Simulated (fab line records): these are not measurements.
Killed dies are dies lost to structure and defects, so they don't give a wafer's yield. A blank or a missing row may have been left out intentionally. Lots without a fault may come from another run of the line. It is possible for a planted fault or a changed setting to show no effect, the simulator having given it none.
Which tool did it? | flow nand harc | 13 lots, 39 wafers sampled, at 5 steps of a route of 1159

WHAT THE GAUGES SHOWED, per wafer
NHARC_END_SORT_01.
lot  | measured     | on        | killed at array | killed at other | killed at periphery | killed dies | killed open | killed short
L421 | day 20 16:11 | prober-01 | 25 24 18        | 0 0 0           | 3 5 3               | 28 29 21    | 3 2 2       | 2 1 4
L426 | day 22 03:57 | prober-02 | 28 34 30        | 3 2 0           | 2 5 2               | 33 41 32    | 3 6 5       | 2 1 5
L427 | day 22 10:23 | prober-01 | 86 140 71       | 0 0 0           | 2 3 4               | 88 143 75   | 4 2 3       | 3 0 1
L431 | day 23 07:53 | prober-01 | 110 73 118      | 0 0 0           | 2 4 2               | 112 77 120  | 2 6 2       | 2 5 2

TOOL THAT RAN EACH LOT (tool first, then ch and the chambers of the sampled wafers, then the start)
lot  | NHARC_A_CONTACT_ETCH_126             | NHARC_THIN_TSV_ETCH_44             | NHARC_THIN_TSV_DEP_47           | NHARC_THIN_TSV_STRIP_56
L416 | har cap etch-03 ch 0,1, day 16 23:29 | rie diel-06 ch 0,1,2, day 18 19:53 | pecvd-02 ch 1,2, day 18 21:29   | plasma asher-02 ch 0,1, day 19 02:22
L415 | har cap etch-02 ch 0,1, day 17 01:23 | rie diel-03 ch 0,1,2, day 18 21:07 | pecvd-01 ch 0,1, day 18 23:00   | plasma asher-01 ch 0,1, day 19 03:59
L419 | har cap etch-02 ch 0,1, day 17 05:38 | rie diel-04 ch 1,2,3, day 18 22:20 | pecvd-02 ch 0,1,2, day 18 23:53 | plasma asher-01 ch 1, day 19 04:26
L420 | har cap etch-03 ch 0,1, day 17 13:31 | rie diel-03 ch 1,2,3, day 19 08:30 | pecvd-02 ch 0,1,2, day 19 10:04 | plasma asher-01 ch 0,1, day 19 14:43
L417 | har cap etch-02 ch 0,1, day 17 16:16 | rie diel-03 ch 0,1,2, day 19 09:24 | pecvd-01 ch 0,2, day 19 10:59   | plasma asher-01 ch 0,1, day 19 15:41
L421 | har cap etch-01 ch 0,1, day 17 22:45 | rie diel-06 ch 0,2,3, day 19 16:26 | pecvd-02 ch 1,2, day 19 18:04   | plasma asher-02 ch 0,1, day 19 22:52
L422 | har cap etch-01 ch 0,1, day 18 10:54 | rie diel-03 ch 0,1,3, day 20 11:04 | pecvd-03 ch 0,2, day 20 12:32   | plasma asher-02 ch 0,1, day 20 17:14
L425 | har cap etch-02 ch 0,1, day 18 23:25 | rie diel-03 ch 1,2, day 20 15:10   | pecvd-02 ch 0,2, day 20 16:50   | plasma asher-01 ch 0,1, day 20 21:33
L424 | har cap etch-02 ch 0,1, day 19 06:31 | rie diel-04 ch 0,3, day 21 05:51   | pecvd-02 ch 1,2, day 21 07:30   | plasma asher-02 ch 0,1, day 21 12:13
L426 | har cap etch-03 ch 1, day 19 19:27   | rie diel-06 ch 2,3, day 21 12:28   | pecvd-02 ch 0,2, day 21 14:01   | plasma asher-01 ch 0, day 21 18:40
L427 | har cap etch-02 ch 0,1, day 19 22:41 | rie diel-06 ch 1,2,3, day 21 13:47 | pecvd-01 ch 0,1,2, day 21 15:16 | plasma asher-01 ch 0,1, day 21 19:51
L431 | har cap etch-02 ch 0,1, day 20 10:10 | rie diel-04 ch 0,1,2, day 22 19:17 | pecvd-03 ch 0,1,2, day 22 20:59 | plasma asher-01 ch 0,1, day 23 01:40
L436 | har cap etch-03 ch 0,1, day 21 21:29 | rie diel-04 ch 0,1,3, day 23 17:52 | pecvd-02 ch 0,1,2, day 23 19:26 | plasma asher-02 ch 0,1, day 24 00:16
- NHARC_A_CONTACT_ETCH_126: etches the open film in C4F8/O2/Ar, time 155 s, target depth 956 nm.
- NHARC_THIN_TSV_ETCH_44: etches the open film in CF4/O2, target depth 1594.2 nm, time 797.1 s.
- NHARC_THIN_TSV_DEP_47: deposits SiO2, target thk 200 nm.
- NHARC_THIN_TSV_STRIP_56: strips in O2.

WHAT THE TOOLS THEMSELVES READ (means of the sampled wafers that have a number; where no wafer has one, the mark that the record gives instead)
NHARC_A_CONTACT_ETCH_126.
lot  | tool            | chamber pressure mTorr (mTorr)
L416 | har cap etch-03 | 19.995
L415 | har cap etch-02 | 19.985
L419 | har cap etch-02 | 19.985
L420 | har cap etch-03 | 20.008
L417 | har cap etch-02 | 19.989
L421 | har cap etch-01 | 19.997
L422 | har cap etch-01 | 20.006
L425 | har cap etch-02 | 19.995
L424 | har cap etch-02 | 19.984
L426 | har cap etch-03 | 20.000
L427 | har cap etch-02 | 20.004
L431 | har cap etch-02 | 19.993
L436 | har cap etch-03 | 19.992

NHARC_THIN_TSV_ETCH_44.
lot  | tool        | chamber pressure mTorr (mTorr) | drypump motor current A (A) | oes product au (a.u.) | rf vpp V (V) | showerhead plenum p Torr (Torr) | throttle valve pct (%)
L416 | rie diel-06 | 30.01                          | 5.8                         | 0.996                 | 797          | 1.88                            | 16.912
L415 | rie diel-03 | 29.96                          | 5.4                         | 0.999                 | 795          | 1.86                            | 16.907
L419 | rie diel-04 | 29.98                          | 5.9                         | 0.993                 | 794          | 1.81                            | 16.910
L420 | rie diel-03 | 29.99                          | 5.4                         | 0.997                 | 794          | 1.83                            | 16.908
L417 | rie diel-03 | 29.99                          | 5.5                         | 0.992                 | 796          | 1.86                            | 16.924
L421 | rie diel-06 | 29.97                          | 5.8                         | 1.003                 | 798          | 1.89                            | 16.918
L422 | rie diel-03 | 29.99                          | 5.4                         | 0.999                 | 795          | 1.83                            | 16.910
L425 | rie diel-03 | 29.99                          | 5.2                         | 1.000                 | 794          | 1.83                            | 16.910
L424 | rie diel-04 | 30.01                          | 5.9                         | 0.997                 | 798          | 1.89                            | 16.918
L426 | rie diel-06 | 30.02                          | 5.6                         | 0.997                 | 799          | 1.90                            | 16.913
L427 | rie diel-06 | 30.02                          | 5.8                         | 0.996                 | 794          | 1.84                            | 16.908
L431 | rie diel-04 | 30.00                          | 5.8                         | 0.995                 | 793          | 1.81                            | 16.908
L436 | rie diel-04 | 30.01                          | 5.8                         | 0.997                 | 795          | 1.85                            | 16.921

NHARC_THIN_TSV_DEP_47.
lot  | tool     | throttle valve pct (%)
L416 | pecvd-02 | 15.9
L415 | pecvd-01 | 15.7
L419 | pecvd-02 | 16.0
L420 | pecvd-02 | 16.3
L417 | pecvd-01 | 15.0
L421 | pecvd-02 | 16.0
L422 | pecvd-03 | 16.0
L425 | pecvd-02 | 16.0
L424 | pecvd-02 | 16.0
L426 | pecvd-02 | 16.4
L427 | pecvd-01 | 15.4
L431 | pecvd-03 | 15.4
L436 | pecvd-02 | 15.8

NHARC_THIN_TSV_STRIP_56.
lot  | tool            | drypump motor current A (A) | heater power w (W)
L416 | plasma asher-02 | 6.00                        | 313
L415 | plasma asher-01 | 5.45                        | 320
L419 | plasma asher-01 | 5.50                        | 301
L420 | plasma asher-01 | 5.47                        | 317
L417 | plasma asher-01 | 5.45                        | 317
L421 | plasma asher-02 | 5.99                        | 319
L422 | plasma asher-02 | 5.98                        | 316
L425 | plasma asher-01 | 5.47                        | 320
L424 | plasma asher-02 | 5.83                        | 311
L426 | plasma asher-01 | 5.43                        | 331
L427 | plasma asher-01 | 5.44                        | 325
L431 | plasma asher-01 | 5.45                        | 328
L436 | plasma asher-02 | 5.86                        | 318

THE ANSWER, worked out from the rows above alone
Rule: the lots themselves supply what counts as usual. The widest of any qualifying gaps counts: lots, ordered by their means at a reading, are off when they make up no more than a third of the lots, leave a main group of 4 or more, and stand apart from it by 3 or more times the standard deviation of that group's means. A main group whose means are all the same, to the digits that the tables above print for the reading, isn't used. A lot without any number at a reading at which 4 lots or more have one is off too. All remaining lots with rows at the step are treated as sound. The gauges are gone through in route order, then the tools' own readings, and for those a lot's mean is taken as printed above. At the first step where some lot is off, the reading lying furthest off is the one used; lots without a number count as furthest.
No lot is off on any of the readings shown, so nothing can be concluded from this.

WHAT THE SIMULATOR PUT IN
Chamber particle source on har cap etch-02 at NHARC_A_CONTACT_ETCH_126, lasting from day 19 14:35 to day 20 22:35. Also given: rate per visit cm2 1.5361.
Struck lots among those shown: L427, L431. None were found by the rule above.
